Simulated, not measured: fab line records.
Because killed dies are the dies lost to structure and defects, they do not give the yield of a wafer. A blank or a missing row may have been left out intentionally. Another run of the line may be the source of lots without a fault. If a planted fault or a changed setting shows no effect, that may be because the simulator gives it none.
Chamber matching ; flow n5_finfet ; rie_diel-05 running N5_FIN_CUT_ETCH_20: 4 sister chambers
The step etches SiARC in CF4, target depth 26 nm, time 43.3 s. 33 wafers are shown with their chamber, then 12 later ones without.

## WAFERS WITH THEIR CHAMBER
wafer;chamber;showerhead_plenum_p_Torr (Torr);throttle_valve_pct (%);oes_product_au (a.u.)
L075.1;1;2.28;15.68;0.84
L075.4;0;2.23;15.76;0.64
L075.5;1;2.28;15.65;0.83
L077.3;1;2.28;15.66;0.82
L077.4;0;2.23;15.75;0.65
L077.5;0;2.23;15.76;0.65
L081.2;3;2.11;15.39;0.81
L081.3;2;2.08;15.59;0.69
L081.5;0;2.22;15.75;0.64
L082.1;2;2.08;15.59;0.68
L082.2;1;2.28;15.67;0.80
L082.3;3;2.11;15.40;0.80
L082.4;0;2.22;15.75;0.63
L082.5;0;2.22;15.76;0.63
L082.6;1;2.28;15.68;0.80
L083.1;3;2.11;15.39;0.80
L083.2;0;2.22;15.78;0.63
L083.6;3;2.11;15.39;0.80
L084.2;0;2.22;15.78;0.63
L084.4;3;2.11;15.40;0.79
L084.5;2;2.08;15.60;0.69
L086.1;2;2.08;15.63;0.68
L086.2;0;2.22;15.78;0.63
L086.3;3;2.11;15.42;0.78
L086.4;1;2.27;15.67;0.80
L086.5;1;2.27;15.69;0.81
L086.6;0;2.22;15.79;0.63
L087.3;2;2.08;15.63;0.68
L087.4;0;2.22;15.78;0.63
L087.5;0;2.22;15.78;0.62
L090.1;2;2.08;15.63;0.67
L090.2;1;2.27;15.71;0.78
L090.6;3;2.10;15.41;0.77

SIGNATURES, as means of the wafers listed above
reading;chamber 0;chamber 1;chamber 2;chamber 3;scatter within a chamber
showerhead_plenum_p_Torr;2.2225;2.2763;2.0800;2.1086;0.00414
throttle_valve_pct;15.7683;15.6762;15.6117;15.4000;0.0162
oes_product_au;0.6342;0.8100;0.6817;0.7929;0.013
Rule: for each reading, subtract the chamber's mean from the wafer's reading, divide by that reading's scatter and square the result; add these up over the readings and take the root, which gives the wafer's distance from the chamber. The wafer belongs to the nearest chamber; if the next one is less than 2 further off, it can't be placed. The scatter: the root of (the sum of the squares of (reading less its chamber's mean) over the shown wafers, divided by (wafers less chambers)).

## WAFERS WITH NO CHAMBER GIVEN
wafer;showerhead_plenum_p_Torr (Torr);throttle_valve_pct (%);oes_product_au (a.u.)
L092.1;2.10;15.44;0.77
L092.2;2.22;15.80;0.62
L092.3;2.07;15.66;0.67
L092.4;2.27;15.70;0.78
L092.5;2.27;15.72;0.78
L092.6;2.22;15.82;0.63
L096.1;2.07;15.66;0.67
L096.2;2.21;15.82;0.62
L096.4;2.10;15.43;0.75
L097.3;2.27;15.71;0.77
L097.5;2.07;15.66;0.66
L097.6;2.27;15.73;0.77

## EACH ONE'S CHAMBER
wafer;from the rows above;in truth
L092.1;3;3
L092.2;0;0
L092.3;2;2
L092.4;1;1
L092.5;1;1
L092.6;0;0
L096.1;2;2
L096.2;0;0
L096.4;3;3
L097.3;1;1
L097.5;2;2
L097.6;1;1
Correctly placed: 12 of 12. Left unplaced by these rows: 0. Wrongly placed: 0.
